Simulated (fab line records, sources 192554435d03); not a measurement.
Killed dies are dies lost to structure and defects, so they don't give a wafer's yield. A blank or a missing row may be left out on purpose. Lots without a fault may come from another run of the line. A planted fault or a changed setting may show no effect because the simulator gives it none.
Tool commonality check | flow n5_finfet | 9 lots, 27 wafers sampled

WHY IT WAS OPENED
At N5_BEOL_M4_RC_MEAS_101 the reading IOFF_N_LONG is flagged on 3 of 9 lots. Wafers without a fault read 5.66e-05 nA/um, standard deviation 2.1e-06.
Rule: a lot is flagged when every wafer of it that has a number lies more than 4 standard deviations from that mean, or none has a number. The other lots count as sound.

lot  | measured     | on        | IOFF_N_LONG (nA/um), wafer by wafer | flag
L415 | day 8 07:10  | prober-01 | 5.56e-05 5.54e-05 5.59e-05          |
L417 | day 9 00:22  | prober-02 | 5.88e-05 5.91e-05 5.91e-05          |
L419 | day 9 07:05  | prober-01 | 0.01035 0.010487 0.010176           | FLAGGED
L418 | day 9 09:47  | prober-01 | 0.010475 0.01028 0.010319           | FLAGGED
L420 | day 9 17:22  | prober-01 | 0.010225 0.0098511 0.0099982        | FLAGGED
L426 | day 11 15:20 | prober-01 | 5.98e-05 5.92e-05 5.95e-05          |
L427 | day 11 17:55 | prober-01 | 5.75e-05 5.81e-05 5.8e-05           |
L433 | day 12 22:25 | prober-01 | 5.39e-05 5.47e-05 5.34e-05          |
L435 | day 13 12:08 | prober-02 | 5.44e-05 5.46e-05 5.42e-05          |
The numbers of the flagged lots are 1.02e-02 nA/um on average: +1.02e-02 nA/um against the usual, or +99 or more standard deviations.

WHICH TOOL RAN EACH LOT
The record holds 3 process steps before the reading, out of a route of 1938 steps. In each cell: the tool, then ch and the chambers that the sampled wafers went through, then the start.
lot  | flag    | N5_HKMG_FIN_STRIP_93              | N5_HKMG_FIN_WET_ETCH_76            | N5_HKMG_FIN_PWFM_ALD_03
L415 |         | rie_diel-04 ch 0,2, day 4 11:06   | wet_bench-05 ch 0,1,7, day 4 11:11 | ald_metal-01 ch 0,1,2, day 4 12:49
L417 |         | rie_diel-04 ch 0,3, day 4 23:56   | wet_bench-05 ch 2,4,6, day 5 00:02 | ald_metal-04 ch 0,2,3, day 5 01:50
L419 | FLAGGED | rie_diel-06 ch 0,2,3, day 5 13:02 | wet_bench-05 ch 0,4,7, day 5 13:07 | ald_metal-01 ch 1,2,3, day 5 14:51
L418 | FLAGGED | rie_diel-03 ch 0,1,3, day 5 06:17 | wet_bench-05 ch 4,6,7, day 5 06:22 | ald_metal-04 ch 0,1,2, day 5 08:03
L420 | FLAGGED | rie_diel-03 ch 1,3, day 5 19:38   | wet_bench-05 ch 0,2,4, day 5 19:46 | ald_metal-04 ch 0,1,3, day 5 21:43
L426 |         | rie_diel-03 ch 0,2, day 7 07:20   | wet_bench-05 ch 1,5,7, day 7 07:33 | ald_metal-03 ch 0,3, day 7 09:16
L427 |         | rie_diel-06 ch 1,2,3, day 7 11:26 | wet_bench-03 ch 1,2,4, day 7 11:31 | ald_metal-04 ch 1,3, day 7 13:12
L433 |         | rie_diel-06 ch 1,2,3, day 8 23:52 | wet_bench-05 ch 2,3,7, day 8 23:58 | ald_metal-04 ch 2,3, day 9 01:52
L435 |         | rie_diel-04 ch 0,2,3, day 9 17:39 | wet_bench-03 ch 1,2,5, day 9 17:44 | ald_metal-04 ch 0,2,3, day 9 19:30
What these steps do:
- N5_HKMG_FIN_STRIP_93: strips SOC in N2/H2, time 20 s.
- N5_HKMG_FIN_WET_ETCH_76: etches Al2O3 in dNH4OH, stops on La2O3, target depth 2.25 nm, rinse time 30 s.
- N5_HKMG_FIN_PWFM_ALD_03: deposits TiN, target thk 2 nm, pulse time 1 s, purge time 3 s.
- N5_BEOL_M4_RC_MEAS_101

FLAGGED OVER TOTAL, TOOL BY TOOL (the gauges that took the reading come last)
step                    | tool         | lots run | flagged | share of the flagged lots | sound lots run after its first flagged lot
N5_HKMG_FIN_STRIP_93    | rie_diel-03  | 3        | 2       | some                      | 1 (L426)
N5_HKMG_FIN_STRIP_93    | rie_diel-04  | 3        | 0       | none                      | -
N5_HKMG_FIN_STRIP_93    | rie_diel-06  | 3        | 1       | some                      | 2 (L427,L433)
N5_HKMG_FIN_WET_ETCH_76 | wet_bench-03 | 2        | 0       | none                      | -
N5_HKMG_FIN_WET_ETCH_76 | wet_bench-05 | 7        | 3       | all                       | 2 (L426,L433)
N5_HKMG_FIN_PWFM_ALD_03 | ald_metal-01 | 2        | 1       | some                      | 0
N5_HKMG_FIN_PWFM_ALD_03 | ald_metal-03 | 1        | 0       | none                      | -
N5_HKMG_FIN_PWFM_ALD_03 | ald_metal-04 | 6        | 2       | some                      | 3 (L427,L433,L435)
N5_BEOL_M4_RC_MEAS_101  | prober-01    | 7        | 3       | all                       | 3 (L426,L427,L433)
N5_BEOL_M4_RC_MEAS_101  | prober-02    | 2        | 0       | none                      | -

WHAT THE TABLE ALLOWS
2 rows of the table ran every flagged lot: wet_bench-05 at N5_HKMG_FIN_WET_ETCH_76, prober-01 at N5_BEOL_M4_RC_MEAS_101.
- wet_bench-05 at N5_HKMG_FIN_WET_ETCH_76: 3 of its 7 lots flagged. Sound lots ran on it after the first flagged one (L426, L433), which a lasting fault on the whole tool wouldn't allow. On the flagged lots its readings are blank where sound lots have values: bath_heat_duty_pct, rinse_temp_c.
- prober-01 at N5_BEOL_M4_RC_MEAS_101: 3 of its 7 lots flagged. Sound lots ran on it after the first flagged one (L426, L427, L433), which a lasting fault on the whole tool wouldn't allow.
No row of the table ran every flagged lot and no sound lot after the first.

WHAT THE SIMULATOR HAD PUT IN
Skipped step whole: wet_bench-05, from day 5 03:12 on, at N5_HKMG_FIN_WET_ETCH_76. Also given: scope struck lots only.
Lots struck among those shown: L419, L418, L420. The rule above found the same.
